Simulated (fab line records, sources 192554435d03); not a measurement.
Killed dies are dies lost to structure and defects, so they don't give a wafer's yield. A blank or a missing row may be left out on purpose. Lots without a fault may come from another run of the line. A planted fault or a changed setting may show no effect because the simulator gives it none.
Chamber matching | flow n5_finfet | N5_BEOL_M4_CO_CAP_55 on cvd_co-02: 3 sister chambers
The step material Co, precursor CCTBA/H2, target thk 2 nm, time 102.1 s. 30 wafers are shown with their chamber, then 12 later ones without.

WAFERS WITH THEIR CHAMBER
wafer  | chamber | heater_power_w (W)
L074.2 | 0       | 231
L074.5 | 1       | 279
L074.6 | 2       | 199
L081.1 | 0       | 230
L081.3 | 1       | 278
L081.6 | 1       | 282
L085.2 | 2       | 207
L085.3 | 1       | 276
L085.6 | 2       | 206
L086.1 | 2       | 205
L086.4 | 0       | 227
L086.6 | 1       | 272
L087.2 | 0       | 232
L087.3 | 1       | 272
L087.5 | 0       | 230
L088.2 | 2       | 209
L088.4 | 0       | 239
L088.5 | 1       | 283
L089.2 | 0       | 230
L089.4 | 1       | 268
L089.5 | 2       | 200
L090.1 | 2       | 208
L090.4 | 1       | 273
L090.5 | 0       | 230
L093.1 | 0       | 234
L093.3 | 1       | 274
L093.5 | 2       | 212
L091.1 | 1       | 275
L091.4 | 2       | 207
L091.6 | 0       | 232

SIGNATURES (means of the wafers above)
reading        | chamber 0 | chamber 1 | chamber 2 | scatter within a chamber
heater_power_w | 231.50    | 275.64    | 205.89    | 4.02
Rule: a wafer's distance from a chamber is the root of the sum, over the readings, of the square of ((its reading less the chamber's mean) divided by the reading's scatter). The wafer belongs to the nearest chamber; if the next one is less than 2 further off, it can't be placed. The scatter: the root of (the sum of the squares of (reading less its chamber's mean) over the shown wafers, divided by (wafers less chambers)).

WAFERS WITHOUT THEIR CHAMBER
wafer  | heater_power_w (W)
L096.1 | 212
L096.2 | 263
L096.3 | 231
L096.4 | 264
L096.5 | 211
L096.6 | 226
L097.1 | 205
L097.2 | 268
L097.3 | 236
L097.4 | 200
L097.5 | 233
L097.6 | 269

WHICH CHAMBER EACH WENT THROUGH
wafer  | from the rows above | in truth
L096.1 | 2                   | 2
L096.2 | 1                   | 1
L096.3 | 0                   | 0
L096.4 | 1                   | 1
L096.5 | 2                   | 2
L096.6 | 0                   | 0
L097.1 | 2                   | 2
L097.2 | 1                   | 1
L097.3 | 0                   | 0
L097.4 | 2                   | 2
L097.5 | 0                   | 0
L097.6 | 1                   | 1
Placed correctly: 12 of 12. Can't be placed from these rows: 0. Placed wrongly: 0.
